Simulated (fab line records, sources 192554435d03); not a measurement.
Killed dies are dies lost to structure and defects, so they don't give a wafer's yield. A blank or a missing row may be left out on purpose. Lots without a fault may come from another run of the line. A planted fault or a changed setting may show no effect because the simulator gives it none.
Problem report in the 8D (eight disciplines) form, filled by code | flow n5_finfet | the parts of the form that need people (team, actions taken, sign-off) are left out

1. THE PROBLEM
killed_at_M4_up at N5_PASSIVATION_PROBE_49 reads a mean of 528 on 6 wafers of 2 lots; wafers without a fault read 14 with a standard deviation of 5.6. That is +92 standard deviations from the usual mean.
First seen on wafer L609.3, day 19 10:59, on prober-01. The record holds 7 wafers of 3 lots with a number at this step. Rule for "out", or "out of limits": more than 4 standard deviations from the usual mean. The other wafers with a number count as sound.

2. WHAT IT IS AND WHAT IT IS NOT
question                    | is                                                                                                                                     | is not
which readings at this step | killed_at_M4_up, defect_limited_yield, killed_dies, killed_on_rim, sort_bin_5_function, sort_bin_6_memory, sort_n_pass, sort_yield_pct | killed_at_M0_to_M3, killed_at_contacts, killed_at_front_end, killed_at_other
which lots                  | L609, L613                                                                                                                             | L604
which wafers of those lots  | all that have a number                                                                                                                 | -
read on which tools         | prober-01                                                                                                                              | -
when                        | from day 19 10:59                                                                                                                      | up to then (1 sound wafer)

3. SUSPECTS, AND WHAT RULES EACH OUT
Counting: a tool at a process step up to the reading stays a suspect if it ran every lot that is out and no sound lot after the first of them.
- ecd_cu-01 at N5_BEOL_M15_ECD_47 (material Cu, target thk 1860 nm): kept. It ran every lot that is out, first L609 (day 18 21:15), and no sound lot after that; its last sound lot up to then is L604 (day 18 06:17).
- prober-01 at N5_PASSIVATION_PROBE_49: kept. It ran every lot that is out, first L609 (day 19 10:59), and no sound lot after that; its last sound lot up to then is L604 (day 18 23:57). Its own readings are out on those wafers: defect_limited_yield, killed_at_M4_up, killed_dies, killed_on_rim, sort_bin_5_function, sort_bin_6_memory, sort_n_pass, sort_yield_pct.
Left after counting: ecd_cu-01 at N5_BEOL_M15_ECD_47, prober-01 at N5_PASSIVATION_PROBE_49.

4. THE CAUSE (what the simulator had put in)
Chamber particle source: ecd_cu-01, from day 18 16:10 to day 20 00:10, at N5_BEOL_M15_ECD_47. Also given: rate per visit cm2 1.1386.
Counting left 2 suspects, and this tool is among them.

5. THE CHAIN OF EFFECTS, in route order
Each row: a reading whose mean over the struck wafers that have a number lies more than 3 standard deviations from the usual. Only readings for which the record gives a usual standard deviation are gone through. hours: the time from each lot's start at the first step in this table that gives one to its start at this step, as a median over the lots. sigmas: the change in usual standard deviations.
hours | step                    | reading              | usual  | on struck wafers | change | sigmas
0     | N5_PASSIVATION_PROBE_49 | defect_limited_yield | 91.2 % | 49.5             | -41.7  | -30
0     | N5_PASSIVATION_PROBE_49 | killed_at_M4_up      | 14     | 528              | +514   | +92
0     | N5_PASSIVATION_PROBE_49 | killed_dies          | 104    | 596              | +492   | +29
0     | N5_PASSIVATION_PROBE_49 | killed_on_rim        | 14     | 72               | +58    | +15
0     | N5_PASSIVATION_PROBE_49 | sort_bin_5_function  | 5.1 %  | 32.1             | +27.0  | +28
0     | N5_PASSIVATION_PROBE_49 | sort_bin_6_memory    | 3.3 %  | 15.1             | +11.8  | +17
0     | N5_PASSIVATION_PROBE_49 | sort_n_pass          | 1076   | 584              | -492   | -29
0     | N5_PASSIVATION_PROBE_49 | sort_yield_pct       | 91.2 % | 49.5             | -41.7  | -30
The process steps in it:
- N5_PASSIVATION_PROBE_49

6. WHAT WOULD HAVE CAUGHT IT SOONER
In this record the first reading out of limits was taken at day 19 10:59, 19 hours after the fault began at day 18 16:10.
Of the lots that are out (2), L613 began N5_BEOL_M15_ECD_47 on ecd_cu-01 after day 19 10:59. A hold on the tool at that time would have spared it.
